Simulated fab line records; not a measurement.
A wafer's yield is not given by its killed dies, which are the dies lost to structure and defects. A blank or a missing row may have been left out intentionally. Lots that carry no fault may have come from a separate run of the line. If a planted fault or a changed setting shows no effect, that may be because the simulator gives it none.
fab line records -- flow nand-harc
record lots=12, wafers=36, last-day=24
route steps=1159 shown A_BONDPAD@1079 THIN_TSV@1122 END@1159
lots untouched by any fault: they come from a run of this same line in which no faults occurred
start-h: start of the lot's first displayed wafer, in hours after the record's first day -- wait-h: how many hours have passed since the lot's step before this one -- " identical to the entry in the row above -- L1.1+2: a row that stands for several wafers -- - no value, or no start was given -- * or withheld: withheld -- < > ~ a bound
route shown NAME@n: a module of which the file shows steps, and the number in the route of the first -- usual: mean/standard deviation taken from wafers without a fault -- same: alike in all rows -- chamber/n: place in a boat -- sites: per-site readings -- _std_site: standard deviation of those values -- _edge_site: inner sites' mean taken away from outer sites' mean -- radius-mm: for every site, how far away it sits from the centre of the wafer -- mask NAME#n: copy n -- behind: tool/chamber where the wafer was last shaped -- hold: reason for holding the lot/hours on hold/outcome of the hold -- device: names the non-switching transistor (n, p or np) -- end of line: the tests these same wafers got at the end of their route -- a step given without rows: its recipe and nothing more -- killed: not the wafer's yield, but the dies lost to structure and defects at the first sort -- map: the dies of a wafer, with x for killed, . for not killed, _ for no die there
set.NAME: the setting the step ran with; set.NAME@STEP: the setting that earlier step ran with -- model.NAME: the simulator's own value behind a step, which no gauge read
steps of the route over a sample of lots; a table a step, a row a wafer
services: a tool's chamber out of use, with start hour (start-h, from the record's first day; less than 0 if before it), hours out, and reason
## steps
# step NHARC_A_BONDPAD_STRIP_15
# recipe o2-flow-sccm=500, ar-flow-sccm=0, bias-w=0, chemistry=O2
# usual drypump-motor-current-A=6.0/0.39, oes-product-au=0.998/0.0069, rf-vpp-V=57.9/0.88, showerhead-plenum-p-Torr=3.58/0.095, throttle-valve-pct=17.036/0.0094
lot.wafer,tool,chamber,start-h,wait-h,drypump-motor-current-A,oes-product-au,rf-hours-counter-h,rf-vpp-V,showerhead-plenum-p-Torr,throttle-valve-pct
L436.1,rie-diel-10,0,394.80,0.1,5.6,1.001,1,56.6,3.55,17.032
L436.2,rie-diel-10,2,394.80,0.1,6.5,0.997,2,55.7,3.46,17.039
L436.3,rie-diel-10,3,394.80,0.1,5.9,1.009,2,57.6,3.53,17.033
L437.3,rie-diel-10,2,414.57,0.1,6.5,0.998,2,57.6,3.46,17.036
L437.4,rie-diel-10,3,414.57,0.1,5.9,0.994,2,57.8,3.53,17.025
L437.1,rie-diel-10,0,414.57,0.1,5.6,0.999,2,58.9,3.55,17.043
L442.3,rie-diel-05,0,432.25,0.1,6.3,1.006,15,59.3,3.66,17.032
L442.2,rie-diel-05,2,432.25,0.1,6.2,1.002,15,58.1,3.63,17.025
L442.4,rie-diel-05,3,432.25,0.1,5.9,1.003,15,58.6,3.70,17.046
L443.1,rie-diel-10,1,439.98,0.1,6.2,1.007,3,56.9,3.61,17.061
L443.2,rie-diel-10,3,439.98,0.1,5.9,0.989,3,59.8,3.53,17.037
L443.4,rie-diel-10,0,439.98,0.1,5.6,0.991,3,57.5,3.55,17.019
L445.2,rie-diel-05,2,464.64,0.1,6.2,1.008,23,57.9,3.62,17.047
L445.4,rie-diel-05,3,464.64,0.1,5.9,0.994,22,59.5,3.70,17.029
L445.1,rie-diel-05,1,464.64,0.1,5.3,0.998,23,59.6,3.69,17.041
L446.2,rie-diel-10,1,480.65,0.1,6.2,0.990,4,59.0,3.61,17.040
L446.4,rie-diel-10,2,480.65,0.1,6.5,0.997,5,58.9,3.46,17.008
L446.5,rie-diel-10,1,480.65,0.1,6.2,0.991,-,57.2,3.61,17.025
L448.4,rie-diel-10,3,481.11,0.1,5.9,0.996,4,57.6,3.53,17.036
L448.3,rie-diel-10,1,481.11,0.1,6.2,0.999,4,57.4,3.61,17.048
L448.6,rie-diel-10,3,481.11,0.1,5.9,0.988,-,57.6,3.53,17.050
L447.3,rie-diel-10,3,496.09,0.1,5.9,0.992,5,57.0,3.52,17.027
L447.1,rie-diel-10,1,496.09,0.1,6.2,0.987,5,57.9,3.61,17.046
L447.6,rie-diel-10,0,496.09,0.1,5.6,0.988,-,57.3,3.55,17.031
L450.4,rie-diel-10,2,496.74,0.1,6.5,1.006,5,56.9,3.46,17.035
L450.2,rie-diel-10,3,496.74,0.1,5.9,0.993,5,58.8,3.53,17.038
L450.5,rie-diel-10,1,496.74,0.1,6.2,0.996,-,57.6,3.61,17.044
L451.4,rie-diel-10,2,511.00,0.1,6.5,1.005,6,57.7,3.46,17.047
L451.3,rie-diel-10,3,511.00,0.1,5.9,0.997,6,58.4,3.52,17.047
L451.2,rie-diel-10,1,511.00,0.1,6.2,1.001,5,57.0,3.61,17.032
L456.4,rie-diel-10,1,526.88,0.1,6.2,1.008,6,57.8,3.61,17.042
L456.3,rie-diel-10,0,526.88,0.1,5.6,0.993,6,57.0,3.55,17.045
L456.6,rie-diel-10,2,526.88,0.1,6.5,0.992,-,57.0,3.46,17.037
L458.1,rie-diel-08,2,538.89,0.1,5.3,1.001,21,57.9,3.72,17.021
L458.3,rie-diel-08,0,538.89,0.1,6.2,0.986,23,59.5,3.60,17.031
L458.4,rie-diel-08,1,538.89,0.1,5.6,0.993,21,58.6,3.80,17.030
# step NHARC_THIN_TSV_STRIP_45
# recipe power-w=1500, temp-c=250, chemistry=O2
# usual drypump-motor-current-A=5.59/0.15, heater-power-w=309/30, rf-refl-power-W=30/6.7
lot.wafer,tool,chamber,start-h,wait-h,drypump-motor-current-A,heater-power-w,rf-hours-counter-h,rf-refl-power-W
L436.1,plasma-asher-01,1,413.63,0.1,5.85,309,46,30
L436.2,plasma-asher-01,0,413.63,0.1,5.58,360,46,25
L436.3,plasma-asher-01,0,413.63,0.1,5.59,373,-,25
L437.1,plasma-asher-01,1,435.63,0.1,5.86,308,52,31
L437.3,plasma-asher-01,1,435.63,0.1,5.85,304,-,31
L437.4,plasma-asher-01,0,435.63,0.1,5.58,374,-,25
L442.2,plasma-asher-02,0,449.26,0.1,5.52,293,27,24
L442.3,plasma-asher-02,0,449.26,0.1,5.52,288,-,23
L442.4,plasma-asher-02,1,449.26,0.1,5.46,299,-,42
L443.1,plasma-asher-02,0,457.92,0.1,5.52,280,31,25
L443.2,plasma-asher-02,1,457.92,0.1,5.45,307,31,41
L443.4,plasma-asher-02,0,457.92,0.1,5.55,285,-,24
L445.1,plasma-asher-02,1,481.47,0.1,5.43,300,36,-
L445.2,plasma-asher-02,0,481.47,0.1,5.49,279,36,-
L445.4,plasma-asher-02,1,481.47,0.1,5.44,303,-,-
L446.2,plasma-asher-01,0,496.45,0.1,5.58,356,12,25
L446.4,plasma-asher-01,1,496.45,0.1,5.85,291,-,31
L446.5,plasma-asher-01,0,496.45,0.1,5.61,369,-,26
L448.4,plasma-asher-01,1,498.14,0.7,5.86,289,-,-
L448.3,plasma-asher-01,0,498.14,0.7,5.57,349,-,-
L448.6,plasma-asher-01,0,498.14,0.7,5.58,363,-,-
L447.1,plasma-asher-02,1,512.48,0.1,5.44,298,48,40
L447.3,plasma-asher-02,1,512.48,0.1,5.45,303,-,41
L447.6,plasma-asher-02,1,512.48,0.1,5.44,294,-,39
L450.2,plasma-asher-02,1,513.59,0.1,5.45,306,48,40
L450.4,plasma-asher-02,0,513.59,0.1,5.51,283,-,24
L450.5,plasma-asher-02,0,513.59,0.1,5.55,281,-,23
L451.2,plasma-asher-02,0,527.44,0.1,5.48,284,54,-
L451.3,plasma-asher-02,0,527.44,0.1,5.51,284,-,-
L451.4,plasma-asher-02,1,527.44,0.1,5.44,299,-,-
L456.3,plasma-asher-02,0,547.94,3.5,5.52,282,-,23
L456.4,plasma-asher-02,1,547.94,3.5,5.46,312,-,38
L456.6,plasma-asher-02,0,547.94,3.5,5.52,281,-,23
L458.1,plasma-asher-01,1,553.45,0.1,5.86,286,26,31
L458.3,plasma-asher-01,1,553.45,0.1,5.86,288,-,31
L458.4,plasma-asher-01,0,553.45,0.1,5.55,358,-,27
# step NHARC_THIN_TSV_STRIP_62
# recipe power-w=1500, temp-c=250, time-s=20, chemistry=N2/H2
# usual drypump-motor-current-A=5.57/0.14, heater-power-w=305/28, rf-refl-power-W=30/7.2
lot.wafer,tool,chamber,start-h,wait-h,drypump-motor-current-A,heater-power-w,rf-hours-counter-h,rf-refl-power-W
L436.2,plasma-asher-02,0,415.29,-,5.49,280,13,23
L436.1,plasma-asher-02,1,415.29,-,5.45,303,13,38
L436.3,plasma-asher-02,0,415.29,-,5.56,291,-,23
L437.1,plasma-asher-02,1,437.23,-,5.45,302,20,40
L437.4,plasma-asher-02,0,437.23,-,5.54,289,-,23
L437.3,plasma-asher-02,1,437.23,-,5.45,296,-,41
L442.2,plasma-asher-02,0,450.97,-,5.54,291,27,24
L442.3,plasma-asher-02,1,450.97,-,5.43,295,-,40
L442.4,plasma-asher-02,0,450.97,-,5.55,287,-,23
L443.1,plasma-asher-02,1,460.30,-,5.46,307,33,-
L443.2,plasma-asher-02,0,460.30,-,5.47,281,33,-
L443.4,plasma-asher-02,0,460.30,-,5.51,285,-,-
L445.2,plasma-asher-02,1,483.03,-,5.43,303,37,39
L445.1,plasma-asher-02,0,483.03,-,5.52,285,37,23
L445.4,plasma-asher-02,1,483.03,-,5.45,300,-,39
L446.2,plasma-asher-02,0,498.09,-,5.50,290,44,-
L446.4,plasma-asher-02,0,498.09,-,5.53,285,-,-
L446.5,plasma-asher-02,1,498.09,-,5.42,315,-,-
L448.3,plasma-asher-02,0,499.65,-,5.57,291,-,-
L448.4,plasma-asher-02,1,499.65,-,5.43,301,-,-
L448.6,plasma-asher-02,0,499.65,-,5.53,279,-,-
L447.1,plasma-asher-01,0,513.99,-,5.57,359,18,25
L447.3,plasma-asher-01,1,513.99,-,5.84,281,-,31
L447.6,plasma-asher-01,0,513.99,-,5.57,358,-,25
L450.2,plasma-asher-01,1,515.18,-,5.83,287,18,-
L450.4,plasma-asher-01,1,515.18,-,5.84,294,-,-
L450.5,plasma-asher-01,1,515.18,-,5.86,285,-,-
L451.2,plasma-asher-02,0,529.22,-,5.52,286,56,22
L451.4,plasma-asher-02,1,529.22,-,5.43,301,-,40
L451.3,plasma-asher-02,0,529.22,-,5.52,278,-,24
L456.3,plasma-asher-02,1,549.49,-,5.45,305,-,-
L456.4,plasma-asher-02,0,549.49,-,5.51,283,-,-
L456.6,plasma-asher-02,0,549.49,-,5.48,287,-,-
L458.1,plasma-asher-01,1,555.04,-,5.85,290,27,30
L458.3,plasma-asher-01,0,555.04,-,5.60,355,-,25
L458.4,plasma-asher-01,1,555.04,-,5.84,292,-,30
# step NHARC_THIN_TSV_PRE_CLEAN_50
# recipe time-s=30, temp-c=280, gas=H2/He
# usual heater-power-w=397/25
lot.wafer,tool,chamber,start-h,wait-h,heater-power-w
L436.3,pvd-sputter-02,-,-,-,401
L436.1,pvd-sputter-02,-,-,-,399
L436.2,pvd-sputter-02,-,-,-,355
L437.1,pvd-sputter-02,-,-,-,389
L437.4,pvd-sputter-02,-,-,-,399
L437.3,pvd-sputter-02,-,-,-,403
L442.2,pvd-sputter-03,-,-,-,414
L442.4,pvd-sputter-03,-,-,-,408
L442.3,pvd-sputter-03,-,-,-,395
L443.4,pvd-sputter-02,-,-,-,353
L443.2,pvd-sputter-02,-,-,-,402
L443.1,pvd-sputter-02,-,-,-,407
L445.2,pvd-sputter-01,-,-,-,391
L445.1,pvd-sputter-01,-,-,-,405
L445.4,pvd-sputter-01,-,-,-,364
L446.2,pvd-sputter-02,-,-,-,374
L446.4,pvd-sputter-02,-,-,-,396
L446.5,pvd-sputter-02,-,-,-,390
L448.4,pvd-sputter-03,-,-,-,429
L448.3,pvd-sputter-03,-,-,-,441
L448.6,pvd-sputter-03,-,-,-,434
L447.1,pvd-sputter-02,-,-,-,391
L447.3,pvd-sputter-02,-,-,-,399
L447.6,pvd-sputter-02,-,-,-,395
L450.4,pvd-sputter-03,-,-,-,416
L450.2,pvd-sputter-03,-,-,-,415
L450.5,pvd-sputter-03,-,-,-,425
L451.2,pvd-sputter-01,-,-,-,400
L451.3,pvd-sputter-01,-,-,-,433
L451.4,pvd-sputter-01,-,-,-,339
L456.4,pvd-sputter-02,-,-,-,347
L456.3,pvd-sputter-02,-,-,-,397
L456.6,pvd-sputter-02,-,-,-,401
L458.3,pvd-sputter-03,-,-,-,417
L458.1,pvd-sputter-03,-,-,-,430
L458.4,pvd-sputter-03,-,-,-,427
# step NHARC_END_SORT_01
# recipe temp-c=25
# usual defect-limited-yield=95.4/1.4, killed-at-array=27/10, killed-at-other=0.6/1, killed-at-periphery=3.4/2.7, killed-dies=31/9.7, killed-open=3.4/1.7, killed-short=2.2/1.5, sort_bin_2_pct=1.4/0.57, sort_bin_3_pct=0.25/0.23, sort_bin_4_pct=3.0/0.94, sort-n-pass=646/9.7, sort-rim-yield-pct=95.3/3, sort-yield-pct=95.4/1.4
# same gross-dies=677, sort_bin_5_pct[%]=0, sort_bin_6_pct[%]=0, sort_bin_7_pct[%]=0, sort_bin_8_pct[%]=0, sort-rim-n-gross=106.00
lot.wafer,tool,chamber,start-h,wait-h,defect-limited-yield[%],killed-at-array,killed-at-other,killed-at-periphery,killed-dies,killed-open,killed-short,sort_bin_2_pct[%],sort_bin_3_pct[%],sort_bin_4_pct[%],sort-n-pass,sort-rim-yield-pct[%],sort-yield-pct[%]
L443.1,prober-02,0,473.88,2.5,98.4,8,1,2,11,3,0,0.6,0,1.0,666,100.0,98.4
L443.2,prober-02,0,474.69,2.8,97.3,17,0,1,18,3,5,0.7,0,1.9,659,99.1,97.3
L443.4,prober-02,0,476.30,3.4,96.6,18,0,5,23,8,5,1.0,0,2.4,654,98.1,96.6
L448.3,prober-02,0,513.36,3.1,96.2,26,0,0,26,1,2,1.0,0.30,2.5,651,96.2,96.2
L448.4,prober-02,0,514.15,3.4,94.4,37,0,1,38,2,4,1.5,0.30,3.8,639,92.5,94.4
L448.6,prober-02,0,515.73,4.0,95.9,27,1,0,28,2,3,1.9,0.30,1.9,649,96.2,95.9
L456.3,prober-01,0,564.39,3.1,83.9,108,0,1,109,3,4,6.6,2.66,6.8,568,95.3,83.9
L456.4,prober-01,0,565.21,3.4,89.7,69,0,1,70,3,4,3.4,2.07,4.9,607,87.7,89.7
L456.6,prober-01,0,566.84,4.1,84.2,103,0,4,107,6,2,6.2,2.36,7.2,570,93.4,84.2
# killed by level:class
L443.1 A_STAIRCASE:chamber-film-flake=4 A_WL_FILL:geometric-particle:open=1 A_BLC:geometric-particle:open=1 A_M0:geometric-particle:open=1 P_CONTACT:chamber-film-flake=1 P_M0:chamber-film-flake=1 A_WL_FILL:chamber-film-flake=1 THIN_TSV:chamber-film-flake=1
L443.2 A_CHANNEL_HOLE_D1:chamber-film-flake=4 A_ONON_D1:geometric-particle:short=3 A_M1:chamber-film-flake=2 A_SOURCE_PLATE:geometric-particle:open=1 A_SOURCE_PLATE:geometric-particle:short=1 A_CHANNEL_FILL_D1:geometric-particle:open=1 A_WL_FILL:geometric-particle:short=1 A_M0:geometric-particle:open=1
L443.4 A_CHANNEL_HOLE_D1:chamber-film-flake=5 A_ONON_D1:geometric-particle:open=3 A_CHANNEL_FILL_D1:geometric-particle:short=2 P_ZERO_WELL:chamber-film-flake=2 P_M0:geometric-particle:open=1 P_M2:geometric-particle:open=1 A_SOURCE_PLATE:geometric-particle:open=1 A_ONON_D1:geometric-particle:short=1
L448.3 A_CHANNEL_HOLE_D1:chamber-film-flake=8 A_CONTACT:chamber-film-flake=7 A_BLC:chamber-film-flake=6 A_SGD_CUT:geometric-particle:short=1 A_WL_FILL:geometric-particle:short=1 A_WL_FILL:geometric-particle:open=1 A_ZERO_WELL:chamber-film-flake=1 A_CHANNEL_FILL_D1:chamber-film-flake=1
L448.4 A_CHANNEL_HOLE_D1:chamber-film-flake=16 A_BLC:chamber-film-flake=7 A_CONTACT:chamber-film-flake=4 A_STAIRCASE:chamber-film-flake=2 A_WL_FILL:chamber-film-flake=2 A_SOURCE_PLATE:geometric-particle:short=1 A_ONON_D1:geometric-particle:open=1 A_CHANNEL_HOLE_D1:geometric-particle:short=1
L448.6 A_CHANNEL_HOLE_D1:chamber-film-flake=16 A_CONTACT:chamber-film-flake=4 A_SGD_CUT:geometric-particle:open=1 A_BLC:geometric-particle:short=1 A_BLC:geometric-particle:open=1 A_M1:geometric-particle:short=1 STARTING-WAFER:geometric-particle:short=1 A_ZERO_WELL:chamber-film-flake=1
L456.3 A_BONDPAD:unspecified=79 A_CHANNEL_HOLE_D1:chamber-film-flake=17 A_CONTACT:chamber-film-flake=2 P_M0:geometric-particle:open=1 A_ONON_D1:geometric-particle:open=1 A_SGD_CUT:geometric-particle:short=1 A_WL_FILL:geometric-particle:short=1 A_CONTACT:geometric-particle:short=1
L456.4 A_BONDPAD:unspecified=39 A_CHANNEL_HOLE_D1:chamber-film-flake=22 P_M0:geometric-particle:short=1 A_CHANNEL_FILL_D1:geometric-particle:short=1 A_WL_FILL:geometric-particle:short=1 A_CONTACT:geometric-particle:open=1 A_BLC:geometric-particle:open=1 A_M0:geometric-particle:open=1
L456.6 A_BONDPAD:unspecified=72 A_CHANNEL_HOLE_D1:chamber-film-flake=21 A_CONTACT:geometric-particle:open=3 A_STAIRCASE:chamber-film-flake=3 P_CONTACT:geometric-particle:open=2 A_CHANNEL_FILL_D1:chamber-film-flake=2 P_M2:geometric-particle:open=1 A_ONON_D1:geometric-particle:short=1
## services
tool,chamber,start-h,hours,kind
pvd-sputter-03,-,390.24,1.1,repair
pvd-sputter-02,-,392.00,10.0,pm
plasma-asher-01,-,393.09,0.4,repair
pvd-sputter-03,-,408.89,3.2,repair
plasma-asher-01,-,415.83,0.7,repair
rie-diel-08,2,418.57,3.9,repair
pvd-sputter-03,-,428.79,1.3,repair
pvd-sputter-01,-,433.13,3.4,repair
rie-diel-05,3,433.93,4.6,repair
rie-diel-08,2,440.89,3.3,repair
pvd-sputter-01,-,450.94,5.8,repair
plasma-asher-01,-,453.00,9.0,pm
pvd-sputter-03,-,458.00,10.0,pm
plasma-asher-02,-,461.84,5.1,repair
rie-diel-08,-,479.31,9.0,pm
pvd-sputter-03,-,494.36,1.8,repair
rie-diel-05,3,497.47,16.2,repair
pvd-sputter-01,-,514.05,10.0,pm
rie-diel-05,-,517.74,9.0,pm
plasma-asher-01,-,521.08,10.2,repair
pvd-sputter-03,-,528.21,18.2,repair
rie-diel-10,-,530.50,9.0,pm
plasma-asher-02,-,537.35,9.0,pm
rie-diel-10,-,544.11,0.8,repair
## key
first-sign step=NHARC_END_SORT_01, reading=killed-dies, direction=up, sigmas=6.6, usual=31, struck=95
effect step=NHARC_END_SORT_01, reading=defect-limited-yield, direction=down, sigmas=6.6, usual=95.4, struck=85.9
more-kills-born-at NHARC_A_BONDPAD_STRIP_15@rie-diel-10=190
met-at NHARC_A_BONDPAD_STRIP_15
struck-lots L456
not-acting-at NHARC_THIN_TSV_STRIP_45,NHARC_THIN_TSV_STRIP_62,NHARC_THIN_TSV_PRE_CLEAN_50
onset-between 511.00 526.88
fault kind=chamber-particle-source, tool=rie-diel-10, chamber=-, onset-h=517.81, steps=NHARC_A_BONDPAD_STRIP_15, rate-per-visit-cm2=0.49722
